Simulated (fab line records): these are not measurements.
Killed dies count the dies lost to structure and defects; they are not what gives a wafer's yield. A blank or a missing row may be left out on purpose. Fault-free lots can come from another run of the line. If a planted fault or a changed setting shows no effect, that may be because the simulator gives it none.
Chamber matching -- flow n5Finfet -- pecvd-02 running N5_BEOL_M7_ILD_DEP_00: 3 sister chambers
The step deposits SiCOH lowk from DEMS/porogen, target thk 179.75 nm, time 33.4 s. 14 wafers are shown with their chamber, then 7 later ones without.

## WAFERS WITH THEIR CHAMBER
wafer,chamber,throttleValvePct (%),showerheadPlenumPTorr (Torr),heaterPowerW (W)
L209.2,2,13.8,5.753,276
L209.3,0,14.6,5.735,333
L209.4,0,14.2,5.732,352
L214.2,1,14.6,5.727,303
L214.4,0,14.7,5.748,286
L214.6,0,14.7,5.742,288
L218.1,1,14.5,5.730,250
L218.3,0,14.5,5.739,293
L218.5,0,14.5,5.740,296
L216.1,2,12.8,5.741,340
L216.2,0,14.5,5.741,334
L216.5,1,14.7,5.730,310
L226.1,0,14.4,5.732,283
L226.2,2,12.5,5.739,359

SIGNATURES, as means of the wafers listed above
reading,chamber 0,chamber 1,chamber 2,scatter within a chamber
throttleValvePct,14.512,14.600,13.033,0.321
showerheadPlenumPTorr,5.73862,5.72900,5.74433,0.00547
heaterPowerW,308.12,287.67,325.00,31.7
Rule: for a wafer and a chamber, the distance is found by dividing, reading by reading, the gap between the wafer's reading and the chamber's mean by the reading's scatter, squaring, summing and taking the root. The wafer belongs to the nearest chamber; if the next one is less than 2 further off, it can't be placed. The scatter is the square root of a quotient: the sum, over the shown wafers, of each reading's squared deviation from its chamber's mean, divided by wafers minus chambers.

## WAFERS WITH NO CHAMBER GIVEN
wafer,throttleValvePct (%),showerheadPlenumPTorr (Torr),heaterPowerW (W)
L226.6,14.6,5.731,287
L229.1,12.9,5.741,346
L229.2,14.8,5.741,343
L229.4,14.7,5.738,307
L231.1,14.5,5.744,298
L231.2,12.6,5.747,320
L231.3,14.5,5.738,308

## THE CHAMBER EACH PASSED THROUGH
wafer,from the rows above,in truth
L226.6,can't be placed: 1 or 0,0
L229.1,2,2
L229.2,can't be placed: 0 or 1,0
L229.4,can't be placed: 0 or 1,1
L231.1,can't be placed: 0 or 1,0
L231.2,2,2
L231.3,can't be placed: 0 or 1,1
Placed correctly: 2 of 7. Not placeable from these rows: 5 (in 5, the candidates include the true chamber). Placed wrongly: 0.
